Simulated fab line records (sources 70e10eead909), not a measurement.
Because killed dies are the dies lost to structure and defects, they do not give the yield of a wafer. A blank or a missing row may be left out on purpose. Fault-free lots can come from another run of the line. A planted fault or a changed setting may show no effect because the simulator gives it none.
Chamber matching    flow nandHarc    4 sister chambers for NHARC_A_STAIRCASE_TRIM_200 on rieDiel-04
The step chemistry O2, time 211.2 s. 8 wafers are shown with their chamber, then 7 later ones without.

## WAFERS PAIRED WITH THEIR CHAMBERS
wafer   chamber  drypumpMotorCurrentA (A)  showerheadPlenumPTorr (Torr)
L375.1  1        5.0                       3.30
L381.6  1        5.0                       3.29
L386.5  2        5.4                       3.31
L388.1  0        5.7                       3.72
L388.4  2        5.4                       3.30
L390.1  3        5.5                       3.43
L396.1  0        5.7                       3.71
L396.2  3        5.4                       3.43

## WAFERS MISSING THEIR CHAMBER
wafer   drypumpMotorCurrentA (A)  showerheadPlenumPTorr (Torr)
L396.5  5.4                       3.43
L397.1  5.0                       3.80
L397.2  5.7                       3.71
L397.5  5.0                       3.80
L398.2  5.0                       3.80
L398.3  5.4                       3.29
L398.4  5.5                       3.42

## WHICH CHAMBER EACH WENT THROUGH
wafer    from the rows above   in truth
L396.5   3                     3
L397.1   0                     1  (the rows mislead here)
L397.2   0                     0
L397.5   0                     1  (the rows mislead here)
L398.2   0                     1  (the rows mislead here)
L398.3   2                     2
L398.4   3                     3
Correctly placed: 4 of 7. Number that these rows cannot place: 0. Number placed wrongly: 3.
How it was worked out, from the rows above alone: a wafer's distance from a chamber is the root of the sum, over the readings, of the square of ((its reading less the chamber's mean) divided by the reading's scatter). If the next closest chamber is less than 2 further off than the closest, the wafer can't be placed; otherwise it belongs to the closest. Each chamber's mean is taken over the wafers shown for it. How the scatter is found: for the shown wafers, subtract from each reading the mean of its chamber, square and add these, divide the total by (wafers less chambers), then take the root.
